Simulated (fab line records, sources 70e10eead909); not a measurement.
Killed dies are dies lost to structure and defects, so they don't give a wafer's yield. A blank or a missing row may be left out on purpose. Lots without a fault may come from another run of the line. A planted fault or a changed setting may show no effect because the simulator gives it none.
One fault seen from 3 desks | flow nand_harc | each desk has only its own numbers; what lay behind them comes last

THE DEFECT DESK
What the inspections along the route counted, lot by lot: means of the sampled wafers that have a number. A lot is out of limits, marked OUT, if its mean lies more than 4 standard deviations from the usual mean; the brackets give that distance.
Columns: A = raw_defect_count at NHARC_P_M2_INSPECT_27, usual 314
lot  | first seen here | A
L436 | day 7 02:27     | 257
L438 | day 7 18:13     | 228
L437 | day 7 20:39     | 412
L440 | day 8 18:28     | 425
L442 | day 9 04:19     | 283
L444 | day 10 02:02    | 279
L448 | day 12 15:41    | 1781 (+15) OUT
L451 | day 13 06:38    | 302
L453 | day 13 22:20    | 224
L454 | day 14 14:35    | 202
L456 | day 15 02:20    | 546
L457 | day 15 15:32    | 233
L458 | day 16 04:49    | 405
This desk's finding: out of limits on L448; first on L448, day 12 15:41 (raw_defect_count at NHARC_P_M2_INSPECT_27). In limits: L436, L438, L437, L440, L442, L444, L451, L453, L454, L456, L457, L458.

THE METROLOGY DESK
What the gauges read, lot by lot, whatever tool the lot ran on: means of the sampled wafers that have a number. A lot is out of limits, marked OUT, if its mean lies more than 4 standard deviations from the usual mean; the brackets give that distance.
Columns: A = overlay_x_nm at NHARC_P_M2_OVL_MEAS_10, usual -0.2 nm; B = overlay_y_nm at NHARC_P_M2_OVL_MEAS_10, usual -0.3 nm; C = thk_nm at NHARC_P_M2_THK_MEAS_24, usual 144.5 nm; D = cd_nm at NHARC_P_BONDPAD_CD_MEAS_09, usual 499.5 nm
lot  | first seen here | A    | B    | C     | D
L436 | day 6 23:17     | -1.1 | -1.3 | 143.7 | 497.9
L438 | day 7 15:29     | -0.2 | -1.7 | 143.9 | 497.7
L437 | day 7 17:52     | -0.3 | -1.4 | 143.6 | 499.6
L440 | day 8 15:44     | -0.1 | -2.2 | 144.9 | 501.8
L442 | day 9 01:37     | 1.3  | 0.1  | 144.7 | 501.4
L444 | day 9 23:13     | -1.3 | -0.1 | 144.3 | 499.0
L448 | day 12 13:01    | -0.6 | -0.3 | 147.7 | 501.1
L451 | day 13 03:54    | -1.4 | -1.1 | 145.2 | 499.0
L453 | day 13 19:35    | -0.8 | -0.2 | 143.4 | 499.4
L454 | day 14 11:55    | -0.3 | 0.5  | 145.4 | 498.7
L456 | day 14 23:22    | -1.7 | -1.0 | 142.9 | 500.2
L457 | day 15 12:17    | -0.0 | -1.6 | 145.6 | 501.1
L458 | day 16 02:04    | 0.3  | 1.7  | 144.0 | 500.7
This desk's finding: nothing out of limits on any of the 13 lots.

THE TOOL OWNER'S DESK: cmp-03
The tool's own readings at NHARC_P_M2_CMP_23 (polishes, t overpolish 20 s, target thk 144.3 nm): means of the sampled wafers that have a number, for each lot that ran on this tool. A lot is out of limits, marked OUT, if its mean lies more than 4 standard deviations from the usual mean; the brackets give that distance.
Columns: A = motor_current_A at NHARC_P_M2_CMP_23, usual 11.7 A; B = pad_life_wafers at NHARC_P_M2_CMP_23, usual 177; C = time_to_endpoint_s at NHARC_P_M2_CMP_23, usual 29.7 s
lot  | first seen here | A    | B   | C
L442 | day 9 03:53     | 11.5 | 104 | 31.8
L444 | day 10 01:37    | 11.4 | 224 | 29.6
L448 | day 12 15:17    | 11.0 | 74  | 34.9
L456 | day 15 01:52    | 11.6 | 332 | 31.6
L457 | day 15 15:04    | 10.8 | 350 | 29.4
This desk's finding: nothing out of limits on any of the 5 lots.

PUT TOGETHER
The defect desk could have raised an alarm at day 12 15:41, on L448.
The metrology desk saw nothing out of limits.
The tool owner's desk saw nothing out of limits.
The metrology desk has L448 on record, within its limits.
The tool owner's desk has L448 on record, within its limits.
Of the lots named, all ran NHARC_P_M2_CMP_23 on cmp-03.

WHAT THE SIMULATOR HAD PUT IN
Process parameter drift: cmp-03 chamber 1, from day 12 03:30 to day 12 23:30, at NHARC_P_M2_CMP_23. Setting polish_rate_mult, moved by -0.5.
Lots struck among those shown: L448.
Hours from the fault's start to each desk's first reading out of limits: the defect desk, 12.
